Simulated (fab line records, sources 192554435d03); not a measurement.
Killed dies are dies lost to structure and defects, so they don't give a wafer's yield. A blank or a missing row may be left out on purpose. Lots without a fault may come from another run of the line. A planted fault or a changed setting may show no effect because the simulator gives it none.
fab line records | flow n5_finfet | part 2 of 2: steps 5 to 6 of 6
record lots=24 wafers=72 last_day=18
route steps=1938 shown BEOL_M0_SAQP@673 BEOL_M0_CUTY@709 BEOL_M0@717
lots that met no fault: from a run of the same line without faults
start_h: hours from the record's first day to the start of the lot's first wafer shown | wait_h: hours since the lot's step before | " the same as in the row above | L1.1+2: a row that stands for several wafers | - no value, or no start given | * or withheld: withheld | < > ~ a bound
route shown NAME@n: a module of which the file shows steps, and the number in the route of the first | usual: mean/standard deviation of fault-free wafers | same: alike in all rows | chamber/n: place in a boat | sites: the reading at each site | _std_site: their standard deviation | _edge_site: outer sites' mean less inner sites' | radius_mm: how far each site lies from the wafer's centre | mask NAME#n: copy n | behind: the tool/chamber that last shaped the wafer | hold: why the lot was held/for how many hours/how that ended | device: the transistor (n, p or np) that didn't switch | end of line: the same wafers' tests at the end of the route | a step without rows: its recipe alone | killed: dies lost to structure and defects at the first sort, not the wafer's yield | map: a wafer's dies, x killed, . not, _ none there
set.NAME: the setting as run; set.NAME@STEP: as run at that earlier step | model.NAME: the simulator's own value behind a step, which no gauge read
steps of the route over a sample of lots; a table a step, a row a wafer
services: from which hour (start_h, from the record's first day; less than 0 if before it) a tool's chamber was out of use, for how many hours, and why
## steps
# step N5_BEOL_M0_STRIP_104
# recipe chemistry=N2/H2 power_w=450 temp_c=40 pressure_mtorr=20 rf_frequency_hz=6e+07 overash_fraction=0.3 bias_power_w=7 h2_frac=0.5 n2_flow_sccm=200 h2_flow_sccm=200
# usual drypump_motor_current_A=5.8/0.49 h2_flow_sccm=200.0/0.54 oes_product_au=0.76/0.082 rf_vpp_V=59.3/1.8 showerhead_plenum_p_Torr=2.55/0.077 throttle_valve_pct=23.8/0.42
# columns lot.wafer tool chamber start_h wait_h drypump_motor_current_A h2_flow_sccm oes_product_au rf_hours_counter_h rf_vpp_V showerhead_plenum_p_Torr throttle_valve_pct
L074.3 rie_diel-02 2 115.99 0.0 5.8 200.7 0.82 76 58.3 2.59 23.6
L074.4 " 1 " " 5.9 200.9 0.76 117 59.8 2.48 24.0
L074.6 " 3 " " 5.9 200.5 0.98 - 58.8 2.51 23.8
L075.1 rie_diel-05 0 127.99 0.0 6.4 198.9 0.77 144 59.2 2.46 23.6
L075.3 " 1 " " 4.8 198.8 0.70 188 61.2 2.62 24.3
L075.5 " 3 " " 5.7 199.5 0.68 - 64.6 2.62 23.4
L076.1 rie_diel-01 0 131.58 0.0 6.3 200.0 0.69 222 58.1 2.41 24.0
L076.4 " 1 " " 6.5 199.7 0.67 240 59.2 2.63 23.4
L076.6 " 0 " " 6.3 199.9 0.68 - 57.2 2.41 24.0
L077.3 rie_diel-02 3 136.31 0.0 5.9 199.9 0.94 14 60.4 2.50 23.8
L077.4 " 2 " " 5.7 200.3 0.83 83 58.8 2.58 23.7
L077.6 " 0 " " 5.3 200.6 0.75 - 60.2 2.54 24.4
L078.2 rie_diel-01 3 145.31 0.0 5.7 199.8 0.77 160 61.2 2.54 23.7
L078.3 " 0 " " 6.3 200.3 0.68 228 56.8 2.41 24.0
L078.6 " 3 " " 5.7 199.5 0.76 - 58.9 2.54 23.8
L079.1 rie_diel-02 2 145.34 0.0 5.7 200.0 0.82 87 60.5 2.58 23.7
L079.4 " 0 " " 5.3 199.4 0.75 179 59.1 2.54 24.4
L079.6 " 3 " " 5.9 199.5 0.92 - 61.4 2.50 23.8
L080.4 rie_diel-02 1 152.05 0.0 5.9 199.8 0.77 129 58.8 2.47 24.1
L080.5 " 0 " " 5.3 200.3 0.75 - 59.3 2.54 24.4
L080.6 " 1 " " 5.9 200.1 0.76 - 60.7 2.47 24.0
L081.3 rie_diel-05 3 162.19 0.0 5.7 200.1 0.70 222 60.6 2.61 23.5
L081.5 " 1 " " 4.8 199.7 0.70 - 58.8 2.62 24.3
L081.6 " 0 " " 6.4 201.0 0.75 - 58.5 2.45 23.7
L082.2 rie_diel-01 2 167.85 0.0 5.7 199.8 0.77 170 60.3 2.64 24.2
L082.4 " 1 " " 6.5 199.5 0.69 247 60.4 2.63 23.4
L082.5 " 0 " " 6.3 200.3 0.67 - 56.1 2.41 24.0
L083.1 rie_diel-05 1 175.40 0.0 4.8 200.5 0.69 206 59.9 2.62 24.3
L083.4 " 0 " " 6.4 200.7 0.75 163 61.6 2.45 23.7
L083.6 " 3 " " 5.6 200.2 0.68 - 60.5 2.61 23.5
L084.1 rie_diel-05 1 185.51 0.0 4.8 200.0 0.69 209 59.4 2.61 24.3
L084.4 " 0 " " 6.4 199.3 0.76 165 60.3 2.45 23.7
L084.6 " 1 " " 4.8 200.9 0.69 - 59.0 2.61 24.3
L085.1 rie_diel-05 0 188.25 0.0 6.4 199.6 0.75 167 56.6 2.45 23.7
L085.2 " 3 " " 5.7 199.3 0.69 230 58.0 2.61 23.5
L085.3 " 2 " " 5.8 201.8 0.71 207 58.0 2.49 23.0
L086.2 rie_diel-01 3 193.23 0.0 5.7 199.9 0.77 179 59.9 2.53 23.8
L086.3 " 2 " " 5.7 199.5 0.75 181 58.2 2.64 24.2
L086.4 " 3 " " 5.8 199.3 0.75 - 60.6 2.53 23.8
L087.1 rie_diel-05 0 199.05 0.0 6.4 200.7 0.75 171 59.6 2.44 23.7
L087.3 " 3 " " 5.6 200.7 0.69 234 58.5 2.61 23.4
L087.5 " 1 " " 4.7 200.3 0.68 - 57.8 2.61 24.3
L088.1 rie_diel-05 1 208.46 0.0 4.8 200.5 0.66 217 59.6 2.61 24.3
L088.4 " 1 " " 4.7 200.5 0.68 - 61.9 2.61 24.3
L088.5 " 1 " " 4.8 200.2 0.68 - 60.1 2.61 24.3
L089.1 rie_diel-02 1 209.90 0.0 5.8 200.0 0.74 149 58.4 2.47 24.1
L089.5 " 1 " " 5.9 199.4 0.72 - 56.1 2.47 24.1
L089.6 " 3 " " 5.9 199.8 0.88 - 56.9 2.49 23.8
L090.1 rie_diel-01 1 214.95 0.0 6.5 200.7 0.93 9 58.2 2.63 23.1
L090.3 " 1 " " 6.5 200.5 0.92 - 61.0 2.63 23.1
L090.6 " 1 " " 6.6 201.1 0.92 - 59.9 2.63 23.2
L091.1 rie_diel-02 3 217.16 0.0 5.9 199.8 0.87 44 57.2 2.49 23.9
L091.2 " 0 " " 5.3 199.0 0.73 206 57.6 2.53 24.4
L091.4 " 1 " " 5.9 200.1 0.74 - 57.4 2.46 24.1
L092.1 rie_diel-01 0 224.03 0.0 6.3 199.8 1.00 2 59.0 2.72 23.8
L092.2 " 2 " " 5.7 200.1 0.72 197 60.4 2.63 24.2
L092.3 " 3 " " 5.8 200.1 0.72 188 56.1 2.52 23.8
L093.1 rie_diel-05 2 231.86 0.0 5.9 199.8 0.68 220 59.9 2.49 23.0
L093.3 " 3 " " 5.6 200.0 0.68 247 57.2 2.60 23.5
L093.4 " 0 " " 6.4 200.0 0.73 179 62.8 2.44 23.7
L094.3 rie_diel-01 0 239.92 0.0 6.3 200.2 0.95 8 59.8 2.72 23.8
L094.4 " 2 " " 5.7 200.1 0.73 202 61.5 2.63 24.2
L094.6 " 2 " " 5.7 200.0 0.72 - 57.8 2.63 24.2
L095.2 rie_diel-01 0 240.00 0.0 6.3 199.9 0.96 8 61.1 2.72 23.8
L095.5 " 2 " " 5.7 199.9 0.74 - 58.6 2.63 24.2
L095.6 " 1 " " 6.5 199.3 0.90 - 61.7 2.62 23.2
L096.3 rie_diel-02 2 248.97 0.0 5.8 199.5 0.79 112 61.0 2.57 23.7
L096.5 " 1 " " 5.9 199.6 0.73 - 57.6 2.46 24.1
L096.6 " 2 " " 5.8 199.5 0.79 - 57.7 2.57 23.7
L097.2 rie_diel-02 1 258.97 0.0 5.9 199.2 0.73 172 58.3 2.46 24.1
L097.3 " 0 " " 5.3 199.9 0.72 221 57.9 2.52 24.5
L097.5 " 0 " " 5.3 200.5 0.71 - 59.5 2.52 24.5
# step N5_BEOL_M0_SPUTTER_116
# recipe material=Cu target_thk_a=40 temp_c=-20 chamber_pressure_pa=0.07 power_w=withheld time_s=7.37
# usual throttle_valve_pct=29.6/0.88
# columns lot.wafer tool chamber start_h wait_h throttle_valve_pct
L074.3 pvd_sputter-01 - 117.74 0.1 30.2
L074.4 " - " " 30.2
L074.6 " - " " 28.8
L075.1 pvd_sputter-01 - 131.29 1.7 30.6
L075.3 " - " " 28.1
L075.5 " - " " 28.8
L076.1 pvd_sputter-02 - 132.86 0.1 29.6
L076.4 " - " " 30.2
L076.6 " - " " 29.6
L077.3 pvd_sputter-01 - 137.80 0.1 28.8
L077.4 " - " " 28.4
L077.6 " - " " 30.7
L078.2 pvd_sputter-02 - 147.14 0.1 30.6
L078.3 " - " " 29.5
L078.6 " - " " 29.7
L079.1 pvd_sputter-01 - 147.97 0.7 30.4
L079.4 " - " " 30.2
L079.6 " - " " 28.7
L080.4 pvd_sputter-02 - 154.67 0.1 29.6
L080.5 " - " " 30.4
L080.6 " - " " 29.7
L081.3 pvd_sputter-01 - 167.40 3.4 30.2
L081.5 " - " " 30.1
L081.6 " - " " 28.3
L082.2 pvd_sputter-01 - 171.24 1.8 28.1
L082.4 " - " " 28.2
L082.5 " - " " 29.1
L083.1 pvd_sputter-02 - 176.71 0.1 29.7
L083.4 " - " " 30.7
L083.6 " - " " 29.5
L084.1 pvd_sputter-01 - 188.33 0.1 30.3
L084.4 " - " " 29.9
L084.6 " - " " 30.5
L085.1 pvd_sputter-01 - 192.23 0.3 30.6
L085.2 " - " " 28.9
L085.3 " - " " 28.3
L086.2 pvd_sputter-02 - 195.19 0.1 29.9
L086.3 " - " " 30.7
L086.4 " - " " 29.7
L087.1 pvd_sputter-01 - 200.79 0.1 29.0
L087.3 " - " " 30.0
L087.5 " - " " 30.0
L088.1 pvd_sputter-03 - 211.93 0.1 29.2
L088.4 " - " " 30.9
L088.5 " - " " 30.5
L089.1 pvd_sputter-01 - 212.10 0.1 28.3
L089.5 " - " " 28.4
L089.6 " - " " 28.7
L090.1 pvd_sputter-01 - 217.14 0.5 28.4
L090.3 " - " " 30.1
L090.6 " - " " 28.7
L091.1 pvd_sputter-01 - 219.24 0.1 30.4
L091.2 " - " " 28.7
L091.4 " - " " 28.2
L092.1 pvd_sputter-02 - 228.48 2.6 30.6
L092.2 " - " " 29.9
L092.3 " - " " 29.9
L093.1 pvd_sputter-03 - 234.17 0.3 30.8
L093.3 " - " " 29.5
L093.4 " - " " 30.4
L094.3 pvd_sputter-03 - 243.20 1.4 30.4
L094.4 " - " " 28.5
L094.6 " - " " 28.6
L095.2 pvd_sputter-02 - 243.35 1.5 29.5
L095.5 " - " " 30.5
L095.6 " - " " 29.6
L096.3 pvd_sputter-01 - 250.54 0.1 28.4
L096.5 " - " " 28.0
L096.6 " - " " 28.9
L097.2 pvd_sputter-01 - 262.69 0.1 28.7
L097.3 " - " " 30.4
L097.5 " - " " 28.7
## services
# columns tool chamber start_h hours kind
rie_diel-06 - 86.87 0.4 repair
pvd_sputter-01 - 103.56 0.8 repair
pvd_sputter-01 - 112.07 4.3 repair
rie_si-02 0 119.99 15.0 repair
rie_diel-05 3 132.65 7.5 repair
rie_diel-06 3 133.56 10.2 repair
pvd_sputter-02 - 134.70 2.2 repair
rie_diel-01 1 135.00 12.9 repair
pvd_sputter-01 - 138.71 1.8 repair
rie_diel-03 1 146.18 2.5 repair
rie_si-04 - 153.37 1.1 repair
rie_si-04 - 154.56 2.8 pm
rie_diel-03 - 159.37 0.7 repair
rie_diel-04 - 188.17 14.6 pm
rie_diel-02 - 195.71 3.6 repair
rie_diel-05 0 203.48 8.1 repair
rie_diel-02 2 205.00 27.5 repair
rie_si-03 1 212.33 6.2 repair
rie_diel-02 0 226.35 10.5 repair
rie_diel-03 - 239.00 15.6 pm
rie_diel-02 3 241.86 46.0 repair
rie_si-02 1 245.60 6.2 repair
rie_si-02 0 253.42 1.6 repair
rie_si-02 - 262.40 2.8 pm
